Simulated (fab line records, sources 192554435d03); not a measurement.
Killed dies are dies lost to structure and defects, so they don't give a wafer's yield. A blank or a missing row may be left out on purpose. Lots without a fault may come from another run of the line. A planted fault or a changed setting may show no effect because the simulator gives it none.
A struck lot beside a sound one | flow n5_finfet | 39 steps out of a route of 1938
Sound: wafers L822.1, L822.2, L822.3. Struck: wafer L832.5. (L832.1 of the same lot was not struck and is left out.) The cause comes at the end.
At each step with rows: each side's tool, then ch and its chambers, then its first start. Under that, the readings that differ: sound wafers | struck wafers | difference of the means | sigmas: that difference in standard deviations of wafers without a fault.
alike: readings whose means differ by less than 2 such deviations, and words and numbers that are the same on both sides. not compared: withheld readings, readings that some wafer has no value for, bounds like >300 that may hide the same value, and numbers for which the record gives no deviation and whose values overlap.
The two part at a step that has a row with sigmas, a row that says differs or no value, or rows on one side only. Numbers that don't overlap but have no deviation are shown without sigmas and don't part them. A reading that every wafer of one side lacks parts them only if that side has two wafers or more.

first, 10 steps without rows for these wafers: N5_BEOL_M3_STRIP_36 (strips in N2/H2); N5_BEOL_M3_TRENCH_ETCH_37 (etches SiOC in C4F6/O2, target depth 55.555 nm, time 29.2 s); N5_BEOL_M3_ETCH_41 (etches SiCN in CH3F/O2, target depth 29.9 nm, time 52.5 s); N5_BEOL_M3_STRIP_97 (strips in N2/H2, time 10 s); N5_BEOL_M3_HM_STRIP_39 (strips TiN in peroxide tin strip, target depth 25 nm, time 158 s); N5_BEOL_M3_SRD_40 (time 30 s); N5_BEOL_M3_PRECLEAN_42 (cleans in residue remover, time 60 s); N5_BEOL_M3_SRD_43 (time 30 s); N5_BEOL_M3_DEGAS_44 (time 60 s); N5_BEOL_M3_PRE_CLEAN_45 (time 30 s).
N5_BEOL_M3_ALD_84: deposits TaN, pulse time 2 s, purge time 3 s, co reactant purge time 2 s.
  sound on ald_metal-02 ch 1,2,3, day 8 00:43; struck on ald_metal-02 ch 3, day 10 08:01
  reading    | sound    | struck | difference | sigmas
  ald_cycles | 30 30 30 | 38     | +8         |
  alike: heater_power_w
  not compared: model.TaN_of_BEOL_M3_ALD_84.thk_nm
then, 26 steps without rows for these wafers: N5_BEOL_M3_SURFACE_TREAT_85; N5_BEOL_M3_CVD_47 (deposits Co from CCTBA/H2, target thk 3 nm, time 223.8 s); N5_BEOL_M3_SPUTTER_48 (material Cu, target thk 4.5 nm, time 8.29 s); N5_BEOL_M3_ANNEAL_49 (time 240 s); N5_BEOL_M3_SPUTTER_79 (material Cu, target thk 4.5 nm, time 8.29 s); N5_BEOL_M3_ANNEAL_80 (time 240 s); N5_BEOL_M3_SPUTTER_81 (material Cu, target thk 4.5 nm, time 8.29 s); N5_BEOL_M3_ANNEAL_82 (time 240 s); N5_BEOL_M3_SPUTTER_86 (material Cu, target thk 4.5 nm, time 8.29 s); N5_BEOL_M3_ANNEAL_87 (time 240 s); N5_BEOL_M3_SPUTTER_88 (material Cu, target thk 4.5 nm, time 8.29 s); N5_BEOL_M3_ANNEAL_89 (time 240 s); N5_BEOL_M3_SPUTTER_90 (material Cu, target thk 4.5 nm, time 8.29 s); N5_BEOL_M3_ANNEAL_91 (time 240 s); N5_BEOL_M3_SPUTTER_92 (material Cu, target thk 4.5 nm, time 8.29 s); N5_BEOL_M3_ANNEAL_93 (time 240 s); N5_BEOL_M3_SPUTTER_94 (material Cu, target thk 4.5 nm, time 8.29 s); N5_BEOL_M3_ANNEAL_95 (time 240 s); N5_BEOL_M3_SPUTTER_96 (material Cu, target thk 4.5 nm, time 8.29 s); N5_BEOL_M3_ECD_50 (material Cu, target thk 300 nm); N5_BEOL_M3_ANNEAL_51 (time 90 s); N5_BEOL_M3_CMP_52 (polishes, stops on SiOC, t overpolish 6.8 s, target thk 40 nm); N5_BEOL_M3_PRE_CLEAN_60 (time 15 s); N5_BEOL_M3_CO_CAP_55 (material Co, precursor CCTBA/H2, target thk 2 nm, time 102.1 s); N5_BEOL_M3_PRE_CLEAN_56 (time 15 s); N5_BEOL_M3_DEP_57 (deposits SiCN from 3MS/NH3, target thk 8 nm, time 14 s).
N5_BEOL_M4_RC_MEAS_101:
  sound on prober-02 ch 0, day 9 08:46; struck on prober-02 ch 0, day 11 09:22
  reading                      | sound          | struck | difference | sigmas
  CHAIN_V2 (ohm/link)          | 230 228 231    | 270    | +40        | +4
  CHAIN_V2_max_site (ohm/link) | 238 240 239    | 275    | +36        | +3
  DIBL_N (mV/V)                | 38.9 38.8 41.6 | 32.4   | -7.4       | -3
  DIBL_P (mV/V)                | 38 40 41       | 32     | -8         | -2
  IOFF_N (nA/um)               | 0.21 0.22 0.27 | 0.12   | -0.11      | -2
  IOFF_P (nA/um)               | 0.26 0.28 0.29 | 0.16   | -0.12      | -2
  VT_N (mV)                    | 243 242 243    | 253    | +10        | +3
  alike: ION_N, ION_P, SS_N, SS_P, VT_P
then, 1 step without rows for these wafers: N5_PASSIVATION_PROBE_49.

WHERE THEY PART
Only at N5_BEOL_M4_RC_MEAS_101, within this record.

WHY: what the simulator had put in
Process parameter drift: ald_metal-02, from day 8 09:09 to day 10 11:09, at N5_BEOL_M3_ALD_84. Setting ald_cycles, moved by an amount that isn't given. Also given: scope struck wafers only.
